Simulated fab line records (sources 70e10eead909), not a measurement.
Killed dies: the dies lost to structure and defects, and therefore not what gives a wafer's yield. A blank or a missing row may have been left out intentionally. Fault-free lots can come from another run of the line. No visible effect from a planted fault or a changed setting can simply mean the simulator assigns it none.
Which tool did it? ; flow nand harc ; 36 wafers from 12 lots sampled at 5 of the route's 1302 steps

WHAT THE GAUGES READ, wafer by wafer
NHARC_P_GATE_CD_MEAS_11: target cd 1640 nm.
lot;measured;on;cd nm (nm)
L548;day 4 20:41;cd sem-03;1638.8 1638.5 1642.8
L550;day 5 12:19;cd sem-03;1642.8 1640.1 1638.5
L552;day 6 15:26;cd sem-02;1638.1 1640.8 1636.1
L558;day 9 00:47;cd sem-02;1642.2 1642.4 1640.4
L561;day 10 11:35;cd sem-03;1638.7 1643.0 1639.2
L562;day 10 11:25;cd sem-01;1638.3 1637.1 1642.9
L563;day 11 01:00;cd sem-03;1643.2 1642.1 1644.9
L565;day 11 20:50;cd sem-03;1640.7 1634.5 1638.3
L566;day 12 07:41;cd sem-02;1638.0 1642.9 1641.4
L567;day 12 15:16;cd sem-02;1635.8 1639.6 1639.1
L568;day 13 04:37;cd sem-01;1640.7 1643.7 1641.7
L569;day 13 13:57;cd sem-01;1642.9 1639.6 1636.6

NHARC_END_SORT_01.
lot;measured;on;killed at array;killed at other;killed at periphery;killed dies;killed open;killed short
L562;day 30 18:04;prober-01;46 24 54;0 0 1;10 8 3;56 32 58;4 3 2;0 2 2

TOOL THAT RAN EACH LOT (tool first, then ch and the chambers of the sampled wafers, then the start)
lot;NHARC_P_ZERO_WELL_DESCUM_54;NHARC_P_GATE_PRECLEAN_70;NHARC_P_GATE_DESCUM_48
L548;rie diel-13 ch 0,1,3, day 2 11:39;wet bench-07 ch 0,3,4, day 4 12:05;rie diel-02 ch 0,2,3, day 6 03:17
L550;rie diel-01 ch 0,1,3, day 3 08:01;wet bench-07 ch 0,1,5, day 5 03:39;rie diel-02 ch 2,3, day 7 02:53
L552;rie diel-01 ch 0,1,2, day 4 05:58;wet bench-01 ch 0,3,6, day 6 07:25;rie diel-02 ch 1,2,3, day 7 17:56
L558;rie diel-01 ch 1,2, day 6 16:08;wet bench-07 ch 1,2,6, day 8 14:38;rie diel-12 ch 1,2,3, day 10 07:51
L561;rie diel-03 ch 0,2, day 7 22:01;wet bench-07 ch 2,3,5, day 10 03:05;rie diel-12 ch 0,1,2, day 11 15:28
L562;rie diel-13 ch 1,2, day 8 07:47;wet bench-01 ch 0,5,6, day 10 03:05;rie diel-02 ch 1,3, day 11 16:09
L563;rie diel-03 ch 1,2,3, day 8 17:47;wet bench-05 ch 4,6,7, day 10 16:31;rie diel-08 ch 0,1,2, day 12 07:08
L565;rie diel-13 ch 2,3, day 9 14:00;wet bench-05 ch 1,2,7, day 11 10:31;rie diel-08 ch 0,1,3, day 12 22:43
L566;rie diel-01 ch 0,1,3, day 9 23:54;wet bench-01 ch 2,5,7, day 11 23:33;rie diel-02 ch 0,2, day 13 10:04
L567;rie diel-01 ch 1,2, day 10 10:13;wet bench-05 ch 0,1,7, day 12 06:52;rie diel-02 ch 0,1, day 13 17:12
L568;rie diel-03 ch 0,1,3, day 10 20:11;wet bench-07 ch 2,6,7, day 12 18:44;rie diel-02 ch 0,1, day 14 09:33
L569;rie diel-03 ch 0,1,2, day 11 06:08;wet bench-05 ch 5,6,7, day 13 05:28;rie diel-08 ch 0,1,2, day 14 17:34
- NHARC_P_ZERO_WELL_DESCUM_54: chemistry O2, time 3 s.
- NHARC_P_GATE_PRECLEAN_70: cleans in SC1.
- NHARC_P_GATE_DESCUM_48: chemistry O2, time 3 s.

AS READ BY THE TOOLS THEMSELVES (means over the sampled wafers that have a number; for cases with no such wafer, the mark the record gives instead)
NHARC_P_ZERO_WELL_DESCUM_54.
lot;tool;drypump motor current A (A);o2 flow sccm (sccm);oes product au (a.u.);rf vpp V (V);showerhead plenum p Torr (Torr);throttle valve pct (%)
L548;rie diel-13;5.5;199.7;1.004;57.8;1.95;11.310
L550;rie diel-01;5.9;200.2;0.994;57.1;1.94;11.312
L552;rie diel-01;5.8;200.2;0.987;58.6;1.96;11.319
L558;rie diel-01;5.8;200.6;1.000;58.4;1.94;11.314
L561;rie diel-03;6.2;200.3;0.990;57.2;1.82;11.305
L562;rie diel-13;5.9;199.7;1.009;58.2;2.04;11.314
L563;rie diel-03;5.7;199.7;1.000;57.9;1.88;11.314
L565;rie diel-13;5.7;199.8;1.009;58.1;1.98;11.307
L566;rie diel-01;6.0;199.9;1.003;57.7;1.93;11.313
L567;rie diel-01;5.8;200.4;1.003;58.0;1.93;11.314
L568;rie diel-03;5.7;200.2;1.014;57.3;1.86;11.320
L569;rie diel-03;6.0;199.6;1.004;56.5;1.85;11.316

NHARC_P_GATE_PRECLEAN_70.
lot;tool;sc1 h2o2 end mol l
L548;wet bench-07;0.3698
L550;wet bench-07;0.3701
L552;wet bench-01;0.3697
L558;wet bench-07;0.3702
L561;wet bench-07;0.3693
L562;wet bench-01;0.3696
L563;wet bench-05;0.3698
L565;wet bench-05;0.3703
L566;wet bench-01;0.3698
L567;wet bench-05;0.3695
L568;wet bench-07;0.3693
L569;wet bench-05;0.3697

NHARC_P_GATE_DESCUM_48.
lot;tool;drypump motor current A (A);o2 flow sccm (sccm);oes product au (a.u.);rf vpp V (V);showerhead plenum p Torr (Torr);throttle valve pct (%)
L548;rie diel-02;5.1;200.6;0.993;58.2;2.00;11.315
L550;rie diel-02;5.1;200.5;1.000;58.3;2.00;11.307
L552;rie diel-02;5.3;200.4;1.005;57.5;1.98;11.305
L558;rie diel-12;5.5;199.7;1.011;57.4;1.91;11.316
L561;rie diel-12;5.4;200.0;0.999;57.3;1.86;11.311
L562;rie diel-02;5.4;200.5;0.984;56.8;1.97;11.302
L563;rie diel-08;5.4;200.4;0.989;56.7;1.81;11.316
L565;rie diel-08;5.6;199.8;0.990;58.0;1.86;11.308
L566;rie diel-02;5.0;199.6;1.000;58.0;2.00;11.315
L567;rie diel-02;5.6;200.6;0.987;59.5;1.96;11.328
L568;rie diel-02;5.5;199.4;0.984;58.0;1.96;11.301
L569;rie diel-08;5.4;199.6;0.995;57.2;1.80;11.303

THE ANSWER, worked out from the rows above alone
Rule: the lots themselves supply what counts as usual. The widest of any qualifying gaps counts: lots, ordered by their means at a reading, are off when they make up no more than a third of the lots, leave a main group of 4 or more, and stand apart from it by 3 or more times the standard deviation of that group's means. If all means in a main group match to the digits the tables above print for the reading, that group is not used. Also off: a lot with no number at a reading for which 4 or more lots have one. The other lots that the step has rows for count as sound. The gauges are gone through in route order, then the tools' own readings, and for those a lot's mean is taken as printed above. At the first step where some lot is off, the reading lying furthest off is the one used; lots without a number count as furthest.
No lot is off at any reading shown: from this, nothing can be told.

WHAT WAS PUT IN BY THE SIMULATOR
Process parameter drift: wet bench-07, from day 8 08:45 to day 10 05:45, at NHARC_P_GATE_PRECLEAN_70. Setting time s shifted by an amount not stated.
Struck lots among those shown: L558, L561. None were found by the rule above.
